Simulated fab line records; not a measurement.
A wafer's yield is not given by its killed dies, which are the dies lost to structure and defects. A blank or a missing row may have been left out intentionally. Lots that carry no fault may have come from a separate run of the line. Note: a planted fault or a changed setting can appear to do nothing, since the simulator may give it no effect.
Chamber matching | flow nand harc | rie diel-09 running NHARC_A_STAIRCASE_TRIM_20: 4 sister chambers
The step chemistry O2, time 211.2 s. 24 wafers are shown with their chamber, then 12 later ones without.

== EACH WAFER AND ITS CHAMBER ==
wafer  | chamber | drypump motor current A (A) | showerhead plenum p Torr (Torr) | oes product au (a.u.)
L075.1 | 0       | 6.2                         | 3.77                            | 0.994
L075.4 | 3       | 4.9                         | 3.40                            | 0.999
L075.5 | 2       | 6.4                         | 3.67                            | 1.006
L077.3 | 2       | 6.4                         | 3.67                            | 1.005
L077.4 | 0       | 6.2                         | 3.77                            | 0.997
L077.6 | 3       | 5.0                         | 3.40                            | 1.004
L076.1 | 3       | 5.0                         | 3.40                            | 1.002
L076.4 | 1       | 5.5                         | 3.58                            | 1.005
L076.5 | 2       | 6.4                         | 3.67                            | 0.992
L078.2 | 2       | 6.3                         | 3.67                            | 0.992
L078.3 | 3       | 5.0                         | 3.40                            | 0.991
L078.5 | 1       | 5.5                         | 3.57                            | 1.009
L079.1 | 1       | 5.5                         | 3.57                            | 1.002
L079.3 | 3       | 5.0                         | 3.39                            | 0.990
L079.6 | 0       | 6.2                         | 3.76                            | 0.987
L081.2 | 2       | 6.3                         | 3.66                            | 1.006
L081.4 | 3       | 5.0                         | 3.39                            | 1.007
L081.6 | 0       | 6.2                         | 3.76                            | 0.988
L082.3 | 3       | 5.0                         | 3.39                            | 1.004
L082.4 | 0       | 6.2                         | 3.75                            | 1.007
L082.6 | 2       | 6.4                         | 3.66                            | 1.007
L086.2 | 2       | 6.4                         | 3.65                            | 0.997
L086.3 | 1       | 5.5                         | 3.56                            | 1.003
L086.6 | 1       | 5.5                         | 3.56                            | 0.997

SIGNATURES (averages over the wafers above)
reading                  | chamber 0 | chamber 1 | chamber 2 | chamber 3 | scatter within a chamber
drypump motor current A  | 6.200     | 5.500     | 6.371     | 4.986     | 0.0338
showerhead plenum p Torr | 3.7620    | 3.5680    | 3.6643    | 3.3957    | 0.00743
oes product au           | 0.99460   | 1.00320   | 1.00071   | 0.99957   | 0.00665
Rule: for each reading, subtract the chamber's mean from the wafer's reading, divide by that reading's scatter and square the result; add these up over the readings and take the root, which gives the wafer's distance from the chamber. If the next closest chamber is less than 2 further off than the closest, the wafer can't be placed; otherwise it belongs to the closest. The scatter: take each reading less its chamber's mean, square it, sum over the shown wafers, divide by the number of wafers less the number of chambers, and take the root.

== WAFERS WHOSE CHAMBER IS MISSING ==
wafer  | drypump motor current A (A) | showerhead plenum p Torr (Torr) | oes product au (a.u.)
L088.1 | 5.5                         | 3.55                            | 1.011
L088.4 | 6.2                         | 3.74                            | 0.992
L088.5 | 5.5                         | 3.55                            | 1.001
L093.3 | 5.5                         | 3.55                            | 1.009
L093.4 | 6.4                         | 3.64                            | 1.003
L093.6 | 5.0                         | 3.37                            | 1.010
L094.1 | 6.2                         | 3.73                            | 0.985
L094.2 | 5.5                         | 3.55                            | 1.001
L094.4 | 5.0                         | 3.37                            | 1.003
L097.2 | 6.2                         | 3.73                            | 0.990
L097.4 | 5.0                         | 3.36                            | 1.001
L097.5 | 5.0                         | 3.36                            | 0.991

== CHAMBER TAKEN BY EACH ==
wafer  | from the rows above | in truth
L088.1 | 1                   | 1
L088.4 | 0                   | 0
L088.5 | 1                   | 1
L093.3 | 1                   | 1
L093.4 | 2                   | 2
L093.6 | 3                   | 3
L094.1 | 0                   | 0
L094.2 | 1                   | 1
L094.4 | 3                   | 3
L097.2 | 0                   | 0
L097.4 | 3                   | 3
L097.5 | 3                   | 3
12 of 12 placed correctly. Number that these rows cannot place: 0. Placed wrongly: 0.
